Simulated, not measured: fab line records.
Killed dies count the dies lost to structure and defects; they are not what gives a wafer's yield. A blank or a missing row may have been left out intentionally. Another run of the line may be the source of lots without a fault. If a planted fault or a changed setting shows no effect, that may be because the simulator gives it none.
The tool behind it: which one? | flow n5 finfet | 10 lots with 26 wafers sampled at 5 steps, on a route of 1938 steps

## WHAT THE GAUGES SHOWED, per wafer
N5_BEOL_M4_RC_MEAS_101.
lot  | measured     | on        | CJ_P           | DIBL_N (mV/V)  | DIBL_P (mV/V)  | IOFF_N (nA/um)    | IOFF_P (nA/um) | ION_N (uA/um) | ION_P (uA/um) | SS_N (mV/dec)  | SS_P (mV/dec)  | VT_N (mV)   | VT_P (mV)
L316 | day 8 00:02  | prober-02 | 5.77 5.71 5.68 | 35.3 36.1 36.5 | 35.1 35.6 36.0 | 0.145 0.159 0.167 | 0.20 0.21 0.22 | 682 679 675   | 464 471 462   | 70.8 70.7 70.7 | 72.4 72.5 72.9 | 250 248 249 | -248 -247 -251
L319 | day 9 08:10  | prober-01 | 5.64 5.80 5.69 | 33.3 34.5 34.5 | 33.7 34.8 33.9 | 0.114 0.136 0.139 | 0.15 0.17 0.16 | 660 679 669   | 456 470 457   | 70.6 70.5 71.2 | 72.6 72.8 73.1 | 256 255 252 | -255 -252 -254
L322 | day 9 17:41  | prober-01 | 5.69 5.46      | 37.7 35.0      | 40.4 36.8      | 0.219 0.160       | 0.27 0.20      | 702 675       | 478 459       | 71.6 71.2      | 74.7 72.7      | 243 250     | -248 -252
L323 | day 10 06:52 | prober-01 | 5.89 5.63      | 34.8 36.5      | 33.0 35.5      | 0.131 0.164       | 0.20 0.24      | 651 671       | 456 465       | 71.4 71.7      | 72.0 73.1      | 253 249     | -250 -245
L325 | day 10 22:34 | prober-01 | 5.72 5.96 6.00 | 35.6 36.8 35.2 | 36.5 39.4 38.0 | 0.143 0.181 0.152 | 0.18 0.22 0.20 | 679 694 671   | 462 470 458   | 71.3 72.5 72.0 | 73.0 73.3 72.7 | 252 249 250 | -257 -252 -255
L334 | day 12 16:40 | prober-02 | 4.60 4.53 4.87 | 35.7 38.5 37.5 | 35.0 38.5 36.0 | 0.147 0.206 0.178 | 0.23 0.28 0.23 | 666 692 697   | 460 473 478   | 71.0 72.0 71.6 | 72.8 74.1 73.1 | 250 245 249 | -247 -246 -250
L335 | day 13 12:14 | prober-01 | 5.69 5.48      | 33.4 32.2      | 31.5 30.3      | 0.118 0.107       | 0.16 0.15      | 669 668       | 455 461       | 71.0 69.9      | 72.4 72.7      | 252 255     | -255 -254
L336 | day 13 12:34 | prober-02 | 4.84 4.49 4.40 | 34.3 34.8 34.5 | 35.1 35.5 34.5 | 0.135 0.150 0.128 | 0.20 0.21 0.19 | 665 670 665   | 465 466 464   | 71.1 71.4 70.9 | 73.0 73.6 73.1 | 251 250 253 | -248 -247 -252
L337 | day 13 18:03 | prober-01 | 5.56 5.94      | 36.7 35.5      | 35.4 34.4      | 0.172 0.151       | 0.21 0.20      | 682 684       | 463 465       | 71.5 71.0      | 73.3 73.7      | 247 246     | -250 -248

## WHICH TOOL RAN EACH LOT (tool, then ch and the chambers of the sampled wafers, then the start)
lot  | N5_ZERO_LAYER_ETCH_17             | N5_WELL_APT_IMPLANT_15         | N5_WELL_APT_DESCUM_30             | N5_PMOS_HMC_CHANNEL_EPI_HM_DEP_34
L316 | rie diel-05 ch 0,2,3, day 1 19:11 | implanter-01 ch 0, day 1 20:56 | rie diel-06 ch 0,2,3, day 1 21:46 | pecvd-01 ch 0, day 1 23:32
L319 | rie diel-04 ch 1,2, day 2 12:50   | implanter-02 ch 0, day 2 14:36 | rie diel-02 ch 0,2,3, day 2 15:28 | pecvd-02 ch 0,1,2, day 2 17:15
L322 | rie diel-04 ch 0,1, day 3 07:04   | implanter-01 ch 0, day 3 08:20 | rie diel-03 ch 3, day 3 09:07     | pecvd-03 ch 1,2, day 3 10:57
L323 | rie diel-05 ch 2,3, day 3 12:43   | implanter-02 ch 0, day 3 14:19 | rie diel-02 ch 0,3, day 3 15:10   | pecvd-03 ch 0,2, day 3 17:02
L325 | rie diel-05 ch 0,1, day 4 00:52   | implanter-01 ch 0, day 4 02:21 | rie diel-03 ch 1,3, day 4 03:24   | pecvd-03 ch 0,2, day 4 05:04
L332 | rie diel-01 ch 0,1, day 5 19:02   | implanter-01 ch 0, day 5 20:18 | rie diel-02 ch 0,1,3, day 5 21:16 | pecvd-02 ch 0,1, day 5 23:12
L334 | rie diel-04 ch 0,2, day 6 06:43   | implanter-01 ch 0, day 6 07:59 | rie diel-03 ch 1,2,3, day 6 08:55 | pecvd-02 ch 0,2, day 6 10:41
L335 | rie diel-04 ch 2,3, day 6 12:50   | implanter-02 ch 0, day 6 14:12 | rie diel-02 ch 1,3, day 6 15:09   | pecvd-02 ch 1,2, day 6 16:52
L336 | rie diel-04 ch 0,3, day 6 18:43   | implanter-01 ch 0, day 6 20:05 | rie diel-02 ch 0,1,2, day 6 20:50 | pecvd-03 ch 0,1,2, day 6 22:40
L337 | rie diel-05 ch 0,1, day 7 00:43   | implanter-02 ch 0, day 7 02:07 | rie diel-03 ch 0,3, day 7 02:55   | pecvd-01 ch 0,1, day 7 04:35
- N5_ZERO_LAYER_ETCH_17: etches SiO2 in CF4, target depth 12 nm, time 13.3 s.
- N5_WELL_APT_IMPLANT_15
- N5_WELL_APT_DESCUM_30: chemistry O2, time 7.9 s.
- N5_PMOS_HMC_CHANNEL_EPI_HM_DEP_34: deposits SiO2 from TEOS/O2, target thk 36 nm, time 6.9 s.

## AS READ BY THE TOOLS THEMSELVES (means over the sampled wafers that have a number; for cases with no such wafer, the mark the record gives instead)
N5_ZERO_LAYER_ETCH_17.
lot  | tool        | cf4 flow sccm (sccm) | drypump motor current A (A) | oes product au (a.u.) | rf fwd power W (W) | rf vpp V (V) | showerhead plenum p Torr (Torr) | throttle valve pct (%)
L316 | rie diel-05 | 99.89                | 5.7                         | 0.84                  | 446.6              | 952          | 2.21                            | 15.58
L319 | rie diel-04 | 100.07               | 5.9                         | 0.81                  | 446.0              | 948          | 2.14                            | 15.64
L322 | rie diel-04 | 99.84                | 6.0                         | 0.77                  | 447.3              | 951          | 2.19                            | 15.65
L323 | rie diel-05 | 99.79                | 5.8                         | 0.80                  | 444.9              | 950          | 2.17                            | 15.71
L325 | rie diel-05 | 100.24               | 5.7                         | 0.81                  | 445.6              | 952          | 2.20                            | 15.51
L332 | rie diel-01 | 100.18               | 6.3                         | 0.88                  | 444.2              | 955          | 2.22                            | 15.33
L334 | rie diel-04 | 99.79                | 6.5                         | 0.73                  | 446.7              | 950          | 2.16                            | 15.87
L335 | rie diel-04 | 99.79                | 5.9                         | 0.72                  | 444.0              | 948          | 2.14                            | 15.80
L336 | rie diel-04 | 100.17               | 5.8                         | 0.70                  | 444.0              | 952          | 2.20                            | 15.69
L337 | rie diel-05 | 100.36               | 5.8                         | 0.76                  | 448.4              | 949          | 2.15                            | 15.61

N5_WELL_APT_IMPLANT_15.
lot  | tool         | dose ions cm2 | faraday current uA
L316 | implanter-01 | 1.5011e+13    | 190
L319 | implanter-02 | 1.4998e+13    | 194
L322 | implanter-01 | 1.5007e+13    | 194
L323 | implanter-02 | 1.5006e+13    | 192
L325 | implanter-01 | 1.4996e+13    | 188
L332 | implanter-01 | 9.3333e+12    | 118
L334 | implanter-01 | 9.3623e+12    | 118
L335 | implanter-02 | 1.4990e+13    | 191
L336 | implanter-01 | 9.3670e+12    | 119
L337 | implanter-02 | 1.4994e+13    | 191

N5_WELL_APT_DESCUM_30.
lot  | tool        | drypump motor current A (A) | oes product au (a.u.) | rf fwd power W (W) | rf vpp V (V) | showerhead plenum p Torr (Torr) | throttle valve pct (%)
L316 | rie diel-06 | 5.7                         | 0.77                  | 49.92              | 243.2        | 2.11                            | 20.18
L319 | rie diel-02 | 5.6                         | 0.76                  | 49.75              | 243.1        | 2.09                            | 20.47
L322 | rie diel-03 | 5.6                         | 0.96                  | 49.77              | 243.8        | 2.15                            | 20.25
L323 | rie diel-02 | 5.7                         | 0.78                  | 49.58              | 242.9        | 2.09                            | 20.46
L325 | rie diel-03 | 5.6                         | 0.84                  | 49.51              | 243.5        | 2.10                            | 20.45
L332 | rie diel-02 | 5.7                         | 0.85                  | 49.77              | 243.0        | 2.11                            | 20.30
L334 | rie diel-03 | 5.6                         | 0.92                  | 49.72              | 244.1        | 2.21                            | 20.40
L335 | rie diel-02 | 5.3                         | 0.76                  | 49.73              | 245.1        | 2.13                            | 20.20
L336 | rie diel-02 | 5.9                         | 0.77                  | 49.80              | 243.8        | 2.08                            | 20.47
L337 | rie diel-03 | 5.8                         | 0.85                  | 49.61              | 243.7        | 2.12                            | 20.45

N5_PMOS_HMC_CHANNEL_EPI_HM_DEP_34.
lot  | tool     | heater power w (W) | rf fwd power W (W) | showerhead plenum p Torr (Torr) | throttle valve pct (%)
L316 | pecvd-01 | 774                | 889                | 8.34                            | 16.9
L319 | pecvd-02 | 512                | 884                | 8.35                            | 18.9
L322 | pecvd-03 | 557                | 878                | 8.38                            | 18.0
L323 | pecvd-03 | 524                | 880                | 8.38                            | 18.4
L325 | pecvd-03 | 482                | 884                | 8.37                            | 17.9
L332 | pecvd-02 | 462                | 887                | 8.32                            | 19.5
L334 | pecvd-02 | 455                | 884                | 8.35                            | 18.8
L335 | pecvd-02 | 466                | 886                | 8.38                            | 18.9
L336 | pecvd-03 | 561                | 880                | 8.37                            | 18.6
L337 | pecvd-01 | 566                | 888                | 8.36                            | 18.4

## THE ANSWER, worked out from the rows above alone
Rule: usual is defined by the lots themselves. Put in order of their means at a reading, lots are off if they are a third of the lots or fewer, leave a main group of 4 or more, and stand apart from it by a gap of 3 or more times the standard deviation of the main group's means; of several such gaps the widest counts. A main group is skipped when, at the precision printed for the reading in the tables above, its means are all equal. A lot without any number at a reading at which 4 lots or more have one is off too. The other lots that the step has rows for count as sound. The gauges are gone through in route order, then the tools' own readings, and for those a lot's mean is taken as printed above. The first step at which some lot is off is used, and at that step the reading that is off furthest; a lot without a number counts as furthest.
Off: L334, L336, at N5_BEOL_M4_RC_MEAS_101 (CJ_P). Main group: mean 5.71, sd 0.1. Neither off nor sound, because the step has no rows for them: L332.
A tool fits if, at a process step before that reading, it ran every lot that is off, and no sound lot after the first of them. The gauges at N5_BEOL_M4_RC_MEAS_101 aren't tried: what is off there is off at N5_WELL_APT_IMPLANT_15 too, on other tools, and a gauge's error can't cause that. One fits: implanter-01 at N5_WELL_APT_IMPLANT_15. A fault onset in the window from L325 (day 4 02:21, its last sound lot) to L334 (day 6 07:59, its first lot off) fits.
The tool's own readings at N5_WELL_APT_IMPLANT_15 bear it out: on the lots that are off they differ by more than 5 times the standard deviation of the sound lots' means. dose ions cm2 reads 9.3646e+12 there against 1.5000e+13 on the sound lots; faraday current uA reads 118 there against 191 on the sound lots.

## WHAT THE SIMULATOR HAD INSERTED
Drift in process parameters on implanter-01 at N5_WELL_APT_IMPLANT_15, starting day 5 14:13. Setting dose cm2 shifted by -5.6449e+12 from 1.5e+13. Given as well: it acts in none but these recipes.
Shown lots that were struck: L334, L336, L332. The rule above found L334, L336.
